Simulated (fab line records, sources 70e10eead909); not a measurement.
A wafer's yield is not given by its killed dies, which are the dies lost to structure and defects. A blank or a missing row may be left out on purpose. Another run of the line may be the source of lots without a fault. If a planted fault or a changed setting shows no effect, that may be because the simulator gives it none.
Chamber matching -- flow nand harc -- 4 sister chambers for NHARC_P_ZERO_WELL_ETCH_65 on rie diel-08
The step etches the open film in N2/H2, target depth 80 nm, overetch 24 nm, time 87.88 s. 14 wafers are shown with their chamber, then 7 later ones without.

## WAFERS PAIRED WITH THEIR CHAMBERS
wafer,chamber,drypump motor current A (A),showerhead plenum p Torr (Torr),rf vpp V (V)
L295.3,2,5.6,2.08,432.1
L295.4,3,5.8,1.89,426.2
L295.5,0,6.2,2.10,431.0
L296.2,0,6.2,2.10,432.8
L296.4,3,5.8,1.89,425.2
L296.6,1,5.9,1.89,425.8
L297.2,1,5.9,1.89,426.0
L297.4,0,6.3,2.10,433.2
L297.6,1,5.9,1.89,426.4
L299.3,1,5.9,1.89,424.7
L299.4,0,6.2,2.09,432.6
L299.6,2,5.6,2.08,431.7
L305.1,1,5.9,2.22,434.9
L305.3,2,5.6,2.08,431.8

SIGNATURES (averages over the wafers above)
reading,chamber 0,chamber 1,chamber 2,chamber 3,scatter within a chamber
drypump motor current A,6.225,5.900,5.600,5.800,0.0274
showerhead plenum p Torr,2.0975,1.9560,2.0800,1.8900,0.0934
rf vpp V,432.400,427.560,431.867,425.700,2.69
Rule: distance of a wafer from a chamber = root of the sum over the readings of ((wafer's reading minus chamber's mean) / reading's scatter) squared. The wafer belongs to the nearest chamber; if the next one is less than 2 further off, it can't be placed. How the scatter is found: for the shown wafers, subtract from each reading the mean of its chamber, square and add these, divide the total by (wafers less chambers), then take the root.

## WAFERS MISSING THEIR CHAMBER
wafer,drypump motor current A (A),showerhead plenum p Torr (Torr),rf vpp V (V)
L305.6,6.2,2.09,431.3
L309.3,5.8,2.22,434.6
L309.5,6.2,2.09,430.5
L309.6,5.9,2.21,433.2
L310.3,5.6,2.07,432.1
L310.4,6.2,2.08,431.8
L310.6,5.9,2.21,434.2

## THE CHAMBER EACH PASSED THROUGH
wafer,from the rows above,in truth
L305.6,0,0
L309.3,can't be placed: 3 or 1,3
L309.5,0,0
L309.6,1,1
L310.3,2,2
L310.4,0,0
L310.6,1,1
6 of 7 placed correctly. Cannot be placed on the basis of these rows: 1; the candidates contain the true chamber in 1. Wrongly placed: 0.
